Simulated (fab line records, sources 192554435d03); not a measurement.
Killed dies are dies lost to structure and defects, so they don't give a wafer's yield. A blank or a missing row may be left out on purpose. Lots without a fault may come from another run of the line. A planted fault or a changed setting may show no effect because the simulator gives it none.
Which tool did it? | flow n5_finfet | 24 lots, 72 wafers sampled, at 4 steps of a route of 1938

WHAT THE GAUGES READ, wafer by wafer
N5_BEOL_M14_THK_MEAS_01. Usual: M14_ILD_THK 1120 nm, standard deviation 14.
lot  | measured     | on            | M14_ILD_THK (nm) | flag
L076 | day 12 21:47 | film_metro-01 | 1125 1110 1137   |
L078 | day 13 18:07 | film_metro-02 | 1100 1104 1110   |
L074 | day 13 21:31 | film_metro-01 | 1118 1101 1132   |
L077 | day 13 21:51 | film_metro-02 | 1102 1122 1122   |
L079 | day 13 22:14 | film_metro-02 | 1137 1143 1140   |
L080 | day 14 02:45 | film_metro-01 | 1102 1141 1125   |
L075 | day 14 15:02 | film_metro-02 | 1114 1146 1132   |
L081 | day 14 17:32 | film_metro-01 | 1099 1116 1132   |
L083 | day 15 02:51 | film_metro-01 | 1124 1107 1140   |
L082 | day 15 10:30 | film_metro-02 | 1116 1117 1126   |
L086 | day 15 20:28 | film_metro-02 | 1109 1125 1113   |
L084 | day 16 02:34 | film_metro-01 | 1109 1111 1118   |
L087 | day 16 03:56 | film_metro-02 | 1138 1145 1132   |
L085 | day 16 09:01 | film_metro-01 | 1111 1119 1121   |
L088 | day 16 21:40 | film_metro-01 | 1145 1147 1119   |
L089 | day 16 22:52 | film_metro-02 | 1134 1127 1152   |
L094 | day 17 01:49 | film_metro-02 | 1096 1116 1122   |
L091 | day 17 02:20 | film_metro-01 | 1126 1137 1131   |
L090 | day 17 14:10 | film_metro-01 | 1106 1112 1132   |
L092 | day 17 16:50 | film_metro-01 | 1116 1124 1130   |
L093 | day 17 17:48 | film_metro-01 | 1128 1127 1153   |
L095 | day 19 00:49 | film_metro-02 | 1103 1099 1103   |
L096 | day 19 01:03 | film_metro-01 | 1101 1107 1116   |
L097 | day 19 21:15 | film_metro-02 | 1100 1130 1131   |

N5_BEOL_M14_INSPECT_12: inspects for defects (macro). Usual: raw_defect_count 1.8, standard deviation 1.2.
lot  | measured     | on                | raw_defect_count | flag
L076 | day 13 06:28 | defect_inspect-02 | 2 1 2            |
L078 | day 13 18:36 | defect_inspect-01 | 1 6 1            |
L074 | day 13 21:53 | defect_inspect-02 | 4 3 0            |
L077 | day 13 22:13 | defect_inspect-01 | 3 2 2            |
L079 | day 13 22:43 | defect_inspect-01 | 1 1 4            |
L080 | day 14 03:07 | defect_inspect-02 | 1 1 3            |
L075 | day 14 15:31 | defect_inspect-02 | 3 2 0            |
L081 | day 14 17:54 | defect_inspect-02 | 1 4 2            |
L083 | day 15 03:13 | defect_inspect-01 | 2 2 4            |
L082 | day 15 10:52 | defect_inspect-02 | 3 1 2            |
L086 | day 15 20:49 | defect_inspect-01 | 1 2 3            |
L084 | day 16 03:03 | defect_inspect-01 | 2 0 1            |
L087 | day 16 04:26 | defect_inspect-01 | 2 1 1            |
L085 | day 16 09:39 | defect_inspect-01 | 2 1 1            |
L088 | day 16 22:08 | defect_inspect-01 | 1 1 5            |
L089 | day 16 23:13 | defect_inspect-02 | 0 3 2            |
L094 | day 17 02:17 | defect_inspect-01 | 3 1 4            |
L091 | day 17 02:49 | defect_inspect-01 | 0 2 2            |
L090 | day 17 14:32 | defect_inspect-02 | 1 3 1            |
L092 | day 17 17:19 | defect_inspect-01 | 1 5 2            |
L093 | day 17 18:10 | defect_inspect-02 | 0 2 3            |
L095 | day 19 01:10 | defect_inspect-01 | 3 1 1            |
L096 | day 19 01:25 | defect_inspect-01 | 1 1 2            |
L097 | day 19 21:37 | defect_inspect-02 | 1 0 1            |

WHICH TOOL RAN EACH LOT (tool, then ch and the chambers of the sampled wafers, then the start)
lot  | N5_BEOL_M13_ETCH_38                | N5_BEOL_M13_CMP_49
L076 | rie_diel-05 ch 0,1,2, day 12 19:27 | cmp-04 ch 0,3, day 12 21:02
L078 | rie_diel-01 ch 1,2, day 13 16:10   | cmp-03 ch 0,2,3, day 13 17:29
L074 | rie_diel-01 ch 0,2,3, day 13 19:36 | cmp-04 ch 0,2,3, day 13 20:53
L077 | rie_diel-04 ch 0,1, day 13 19:36   | cmp-01 ch 0,1,3, day 13 21:15
L079 | rie_diel-04 ch 0,2, day 13 19:58   | cmp-01 ch 1,2, day 13 21:34
L080 | rie_diel-04 ch 0,1, day 14 00:40   | cmp-04 ch 0,1,2, day 14 02:02
L075 | rie_diel-04 ch 0,1,2, day 14 12:49 | cmp-04 ch 0,2, day 14 14:22
L081 | rie_diel-04 ch 1,2,3, day 14 15:40 | cmp-03 ch 0,2,3, day 14 16:56
L083 | rie_diel-04 ch 1,2, day 15 01:05   | cmp-03 ch 0,1,3, day 15 02:13
L082 | rie_diel-01 ch 0,3, day 15 07:26   | cmp-03 ch 0,1,2, day 15 09:52
L086 | rie_diel-04 ch 0,2,3, day 15 18:32 | cmp-04 ch 0,2,3, day 15 19:42
L084 | rie_diel-05 ch 0,2,3, day 16 00:10 | cmp-01 ch 0,1,3, day 16 01:53
L087 | rie_diel-01 ch 0,2,3, day 16 02:08 | cmp-04 ch 1,2,3, day 16 03:10
L085 | rie_diel-05 ch 1,2,3, day 16 06:49 | cmp-03 ch 0,2,3, day 16 08:25
L088 | rie_diel-04 ch 0,1,2, day 16 19:50 | cmp-04 ch 0,1,3, day 16 21:01
L089 | rie_diel-05 ch 1,2, day 16 21:01   | cmp-03 ch 0,2,3, day 16 22:11
L094 | rie_diel-01 ch 2,3, day 16 23:54   | cmp-03 ch 2,3, day 17 01:06
L091 | rie_diel-01 ch 1,3, day 17 00:07   | cmp-03 ch 0,2, day 17 01:41
L090 | rie_diel-01 ch 0,1, day 17 12:08   | cmp-04 ch 1,3, day 17 13:30
L092 | rie_diel-05 ch 0,1,3, day 17 14:41 | cmp-04 ch 0,2, day 17 16:03
L093 | rie_diel-01 ch 0,1, day 17 15:44   | cmp-04 ch 0,1,3, day 17 17:09
L095 | rie_diel-04 ch 0,1,2, day 18 22:12 | cmp-01 ch 0,1,2, day 19 00:08
L096 | rie_diel-01 ch 0,1,3, day 18 23:04 | cmp-03 ch 1,2,3, day 19 00:22
L097 | rie_diel-05 ch 1,2, day 19 19:11   | cmp-03 ch 0,1,3, day 19 20:41
- N5_BEOL_M13_ETCH_38: etches SiCN in CF4/N2, target depth 67.5 nm, time 71.9 s.
- N5_BEOL_M13_CMP_49: polishes, stops on SiOC, t overpolish 17.1 s, target thk 420 nm.

WHAT THE TOOLS THEMSELVES READ (means of the sampled wafers that have a number; where no wafer has one, the mark that the record gives instead)
N5_BEOL_M13_ETCH_38. Usual: drypump_motor_current_A 5.7 A, standard deviation 0.44; oes_product_au 0.83 a.u., standard deviation 0.082; rf_vpp_V 381.6 V, standard deviation 1.7; showerhead_plenum_p_Torr 2.19 Torr, standard deviation 0.065; throttle_valve_pct 15.45 %, standard deviation 0.17.
lot  | tool        | drypump_motor_current_A (A) | oes_product_au (a.u.) | rf_vpp_V (V) | showerhead_plenum_p_Torr (Torr) | throttle_valve_pct (%) | flag
L076 | rie_diel-05 | 5.4                         | 0.76                  | 381.5        | 2.24                            | 15.65                  |
L078 | rie_diel-01 | 5.5                         | 0.79                  | 383.0        | 2.24                            | 15.36                  |
L074 | rie_diel-01 | 5.8                         | 0.85                  | 382.8        | 2.22                            | 15.46                  |
L077 | rie_diel-04 | 5.8                         | 0.90                  | 380.9        | 2.16                            | 15.38                  |
L079 | rie_diel-04 | 5.6                         | 0.81                  | 380.1        | 2.13                            | 15.38                  |
L080 | rie_diel-04 | 5.7                         | 0.85                  | 380.0        | 2.14                            | 15.42                  |
L075 | rie_diel-04 | 5.7                         | 0.81                  | 380.6        | 2.14                            | 15.41                  |
L081 | rie_diel-04 | 5.7                         | 0.85                  | 380.9        | 2.14                            | 15.46                  |
L083 | rie_diel-04 | 5.6                         | 0.77                  | 380.7        | 2.12                            | 15.44                  |
L082 | rie_diel-01 | 6.2                         | 0.85                  | 382.6        | 2.22                            | 15.56                  |
L086 | rie_diel-04 | 5.7                         | 0.86                  | 380.2        | 2.16                            | 15.42                  |
L084 | rie_diel-05 | 5.1                         | 0.74                  | 381.5        | 2.17                            | 15.58                  |
L087 | rie_diel-01 | 5.8                         | 0.83                  | 382.5        | 2.21                            | 15.49                  |
L085 | rie_diel-05 | 5.5                         | 0.78                  | 381.8        | 2.19                            | 15.54                  |
L088 | rie_diel-04 | 5.7                         | 0.79                  | 380.8        | 2.13                            | 15.45                  |
L089 | rie_diel-05 | 5.6                         | 0.76                  | 382.2        | 2.18                            | 15.64                  |
L094 | rie_diel-01 | 5.5                         | 0.80                  | 381.1        | 2.20                            | 15.44                  |
L091 | rie_diel-01 | 6.3                         | 0.86                  | 381.7        | 2.18                            | 15.35                  |
L090 | rie_diel-01 | 6.2                         | 0.93                  | 383.6        | 2.25                            | 15.20                  |
L092 | rie_diel-05 | 5.2                         | 0.86                  | 382.8        | 2.24                            | 15.47                  |
L093 | rie_diel-01 | 6.1                         | 0.88                  | 382.4        | 2.25                            | 15.41                  |
L095 | rie_diel-04 | 5.7                         | 0.78                  | 380.7        | 2.13                            | 15.47                  |
L096 | rie_diel-01 | 6.2                         | 0.85                  | 382.1        | 2.21                            | 15.40                  |
L097 | rie_diel-05 | 5.8                         | 0.76                  | 383.0        | 2.23                            | 15.72                  |

N5_BEOL_M13_CMP_49. Usual: barrier_field_endpoint_s 30.4 s, standard deviation 0.66; motor_current_A 5.9 A, standard deviation 0.66; overpolish_run_s 17.100 s, standard deviation 0.0092; slurry_filter_dp_kPa 13.49 kPa, standard deviation 0.15.
lot  | tool   | barrier_field_endpoint_s (s) | motor_current_A (A) | overpolish_run_s (s) | slurry_filter_dp_kPa (kPa) | flag
L076 | cmp-04 | 31.4                         | 6.3                 | 17.089               | 13.54                      |
L078 | cmp-03 | 30.6                         | 5.9                 | 17.102               | 13.39                      |
L074 | cmp-04 | 30.7                         | 6.6                 | 17.096               | 13.66                      |
L077 | cmp-01 | 29.4                         | 5.9                 | 17.101               | 13.51                      |
L079 | cmp-01 | 29.7                         | 6.7                 | 17.107               | 13.35                      |
L080 | cmp-04 | 31.4                         | 5.8                 | 17.100               | 13.55                      |
L075 | cmp-04 | 30.5                         | 5.7                 | 17.097               | 13.60                      |
L081 | cmp-03 | 30.7                         | 5.8                 | 17.097               | 13.42                      |
L083 | cmp-03 | 31.3                         | 5.7                 | 17.107               | 13.53                      |
L082 | cmp-03 | 30.4                         | 5.7                 | 17.109               | 13.45                      |
L086 | cmp-04 | 30.5                         | 6.4                 | 17.097               | 13.50                      |
L084 | cmp-01 | 30.1                         | 5.9                 | 17.102               | 13.37                      |
L087 | cmp-04 | 30.7                         | 6.0                 | 17.101               | 13.35                      |
L085 | cmp-03 | 29.8                         | 5.9                 | 17.101               | 13.45                      |
L088 | cmp-04 | 30.3                         | 5.8                 | 17.097               | 13.60                      |
L089 | cmp-03 | 29.5                         | 5.8                 | 17.105               | 13.36                      |
L094 | cmp-03 | 30.1                         | 5.7                 | 17.103               | 13.59                      |
L091 | cmp-03 | 30.7                         | 5.7                 | 17.101               | 13.52                      |
L090 | cmp-04 | 30.7                         | 5.7                 | 17.100               | 13.38                      |
L092 | cmp-04 | 30.8                         | 5.7                 | 17.104               | 13.41                      |
L093 | cmp-04 | 30.6                         | 6.0                 | 17.098               | 13.62                      |
L095 | cmp-01 | 31.0                         | 6.3                 | 17.108               | 13.63                      |
L096 | cmp-03 | 29.6                         | 5.7                 | 17.080               | 13.45                      |
L097 | cmp-03 | 30.2                         | 5.7                 | 17.099               | 13.47                      |

THE ANSWER, worked out from the rows above alone
Rule: a lot is off if the mean of its wafers that have a number lies more than 3 standard deviations from the usual mean. A lot without any number at a reading at which 4 lots or more have one is off too. The other lots that the step has rows for count as sound. The gauges are gone through in route order, then the tools' own readings, and for those a lot's mean is taken as printed above. The first step at which some lot is off is used, and at that step the reading that is off furthest; a lot without a number counts as furthest.
No lot is off at any reading shown: from this, nothing can be told.

WHAT THE SIMULATOR HAD PUT IN
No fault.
